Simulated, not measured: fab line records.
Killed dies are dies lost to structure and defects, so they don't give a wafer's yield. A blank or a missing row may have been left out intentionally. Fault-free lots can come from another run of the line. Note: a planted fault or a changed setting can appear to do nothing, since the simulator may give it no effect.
Code-filled problem report in 8D (eight disciplines) form | flow n5Finfet | the parts of the form that need people (team, actions taken, sign-off) are left out
Where a reading is given only as a bound, like >300, the bound stands for it, and a mean or a difference that rests on one is marked > or <: the true number lies beyond.

## 1. PROBLEM STATEMENT
rawDefectCount at N5_BEOL_M0_CUTY_INSPECT_59 reads a mean of >300 on 6 wafers of 2 lots; wafers without a fault read 2.1 with a standard deviation of 1.4. So: +99 or more standard deviations from the usual mean.
The step: inspects for defects (macro).
Earliest sighting: wafer L518.2 on defectInspect-02 at day 8 10:28. The record holds 24 wafers of 9 lots with a number at this step. The rule behind "out" and "out of limits": a value lying over 4 standard deviations away from the usual mean. The other wafers with a number count as sound.

## 2. WHAT IT IS, WHAT IT ISN'T
question                    | is                                 | is not
which readings at this step | rawDefectCount                     | -
which lots                  | L518, L519                         | L508, L512, L513, L515, L524, L528, L531
which wafers of those lots  | all that have a number             | -
read on which gauges        | defectInspect-01, defectInspect-02 | -
when                        | from day 8 10:28                   | up to then (11 sound wafers); but 7 sound wafers of L524, L528, L531 came after

## 3. WHAT RULES OUT EACH SUSPECT
Counting: any tool at a process step up to the reading is kept as a suspect provided that every lot that is out went through it and no sound lot did after the first of them.
- the gauge at N5_BEOL_M0_CUTY_INSPECT_59 has been ruled out. The wafers that are out were read on 2 gauges (defectInspect-01, defectInspect-02).
- rieDiel-02 at N5_BEOL_M0_SAQP_ETCH_88 (etches underlayer in N2/H2, target depth 6.5 nm, time 5.2 s): kept. Every lot that is out went through it, starting with L518 (day 8 09:08), and after that it ran no sound lot; the last sound lot it ran before then is L513 (day 6 19:25).
- rieDiel-02 at N5_BEOL_M0_SAQP_CUT_ETCH_46 (etches SOC in N2/H2, target depth 135 nm, overetch 27 nm, time 202.5 s): kept. Every lot that is out went through it, starting with L518 (day 8 09:11), and after that it ran no sound lot; the last sound lot it ran before then is L513 (day 6 19:28).
Remaining after the count are rieDiel-02 at N5_BEOL_M0_SAQP_ETCH_88 and rieDiel-02 at N5_BEOL_M0_SAQP_CUT_ETCH_46.

## 4. THE CAUSE (what the simulator had put in)
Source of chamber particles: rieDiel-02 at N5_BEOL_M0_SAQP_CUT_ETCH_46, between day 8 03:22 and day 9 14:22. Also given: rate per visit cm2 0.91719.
Of the 2 suspects that counting leaves, this tool is one.

## 5. SEQUENCE OF EFFECTS, ordered by route
Each row: a reading whose mean over the struck wafers that have a number lies more than 3 standard deviations from the usual. Readings are gone through only where the record gives a usual standard deviation; hours: the median, over the lots, of the time from a lot's start at the first step in this table giving one to that lot's start at this step; sigmas: the change measured in usual standard deviations.
hours | step                       | reading             | usual  | on struck wafers | change | sigmas
0     | N5_BEOL_M0_CUTY_INSPECT_59 | rawDefectCount      | 2.1    | >300             | >+298  | +99 or more
177   | N5_PASSIVATION_PROBE_49    | defectLimitedYield  | 91.1 % | 82.3             | -8.8   | -6.8
177   | N5_PASSIVATION_PROBE_49    | killed_at_M0_to_M3  | 32     | 144              | +112   | +12
177   | N5_PASSIVATION_PROBE_49    | killedDies          | 104    | 209              | +105   | +6.6
177   | N5_PASSIVATION_PROBE_49    | sort_bin_5_function | 5.1 %  | 11.1             | +6.0   | +7.1
177   | N5_PASSIVATION_PROBE_49    | sortNPass           | 1075   | 971              | -104   | -6.5
177   | N5_PASSIVATION_PROBE_49    | sortYieldPct        | 91.1 % | 82.3             | -8.8   | -6.3
Process steps it contains:
- N5_PASSIVATION_PROBE_49
Later measuring or inspecting steps at which every struck wafer that the step has a row for has a number for every such reading, and none has moved that far: N5_BEOL_M4_RC_MEAS_101.

## 6. WHAT WOULD HAVE CAUGHT IT SOONER
Counted from the fault's start at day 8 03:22, it took 7 hours until the first out-of-limits reading at a measuring or inspecting step in this record, taken at day 8 10:28.
An alarm limit of 4 standard deviations would not have fired on the tool readings at N5_BEOL_M0_SAQP_CUT_ETCH_46 for which the record gives a usual standard deviation, since none of them was out on any struck wafer.
L519, from the lots that are out (2), started N5_BEOL_M0_SAQP_CUT_ETCH_46 on rieDiel-02 later than day 8 10:28. A hold on the tool at that time would have spared it.
